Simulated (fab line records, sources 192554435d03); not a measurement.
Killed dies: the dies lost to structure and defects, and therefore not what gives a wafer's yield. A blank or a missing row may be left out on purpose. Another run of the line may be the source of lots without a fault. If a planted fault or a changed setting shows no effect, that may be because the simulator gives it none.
Chamber matching | flow n5_finfet | N5_MOL_CONTACT_COAG_ETCH_67 on rie_diel-03 has 4 sister chambers
The step etches SOC in N2/H2, target depth 60 nm, overetch 21 nm, time 101.2 s. 16 wafers are shown with their chamber, then 8 later ones without.

== WAFERS PAIRED WITH THEIR CHAMBERS ==
wafer  | chamber | showerhead_plenum_p_Torr (Torr) | throttle_valve_pct (%) | drypump_motor_current_A (A)
L074.1 | 0       | 2.45                            | 18.10                  | 5.7
L074.2 | 1       | 2.51                            | 18.28                  | 5.5
L074.5 | 3       | 2.53                            | 17.75                  | 5.3
L076.2 | 2       | 2.72                            | 17.69                  | 5.8
L076.3 | 1       | 2.51                            | 18.28                  | 5.5
L076.5 | 1       | 2.51                            | 18.28                  | 5.5
L079.1 | 1       | 2.51                            | 18.28                  | 5.5
L079.4 | 3       | 2.52                            | 17.77                  | 5.3
L079.5 | 2       | 2.71                            | 17.70                  | 5.9
L080.1 | 2       | 2.71                            | 17.71                  | 5.9
L080.5 | 1       | 2.51                            | 18.31                  | 5.5
L080.6 | 2       | 2.71                            | 17.72                  | 5.8
L082.2 | 1       | 2.51                            | 18.30                  | 5.5
L082.4 | 3       | 2.52                            | 17.78                  | 5.3
L082.5 | 1       | 2.51                            | 18.31                  | 5.4
L087.3 | 0       | 2.44                            | 18.16                  | 5.7

SIGNATURES (averages over the wafers above)
reading                  | chamber 0 | chamber 1 | chamber 2 | chamber 3 | scatter within a chamber
showerhead_plenum_p_Torr | 2.4450    | 2.5100    | 2.7125    | 2.5233    | 0.004
throttle_valve_pct       | 18.1300   | 18.2914   | 17.7050   | 17.7667   | 0.0184
drypump_motor_current_A  | 5.700     | 5.486     | 5.850     | 5.300     | 0.0393
Rule: a wafer's distance from a chamber is the root of the sum, over the readings, of the square of ((its reading less the chamber's mean) divided by the reading's scatter). The wafer belongs to the nearest chamber; if the next one is less than 2 further off, it can't be placed. The scatter: take each reading less its chamber's mean, square it, sum over the shown wafers, divide by the number of wafers less the number of chambers, and take the root.

== WAFERS WITHOUT THEIR CHAMBER ==
wafer  | showerhead_plenum_p_Torr (Torr) | throttle_valve_pct (%) | drypump_motor_current_A (A)
L087.4 | 2.50                            | 18.31                  | 5.5
L087.6 | 2.52                            | 17.79                  | 5.3
L094.1 | 2.50                            | 17.91                  | 5.5
L094.2 | 2.51                            | 17.84                  | 5.3
L094.4 | 2.69                            | 17.74                  | 5.8
L096.2 | 2.42                            | 18.21                  | 5.7
L096.4 | 2.49                            | 17.91                  | 5.4
L096.6 | 2.69                            | 17.79                  | 5.8

== WHICH CHAMBER EACH ONE RAN IN ==
wafer  | from the rows above | in truth
L087.4 | 1                   | 1
L087.6 | 3                   | 3
L094.1 | 3                   | 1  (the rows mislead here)
L094.2 | 3                   | 3
L094.4 | 2                   | 2
L096.2 | 0                   | 0
L096.4 | 3                   | 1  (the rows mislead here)
L096.6 | 2                   | 2
6 of 8 placed correctly. Not placeable from these rows: 0. Wrongly placed: 2.
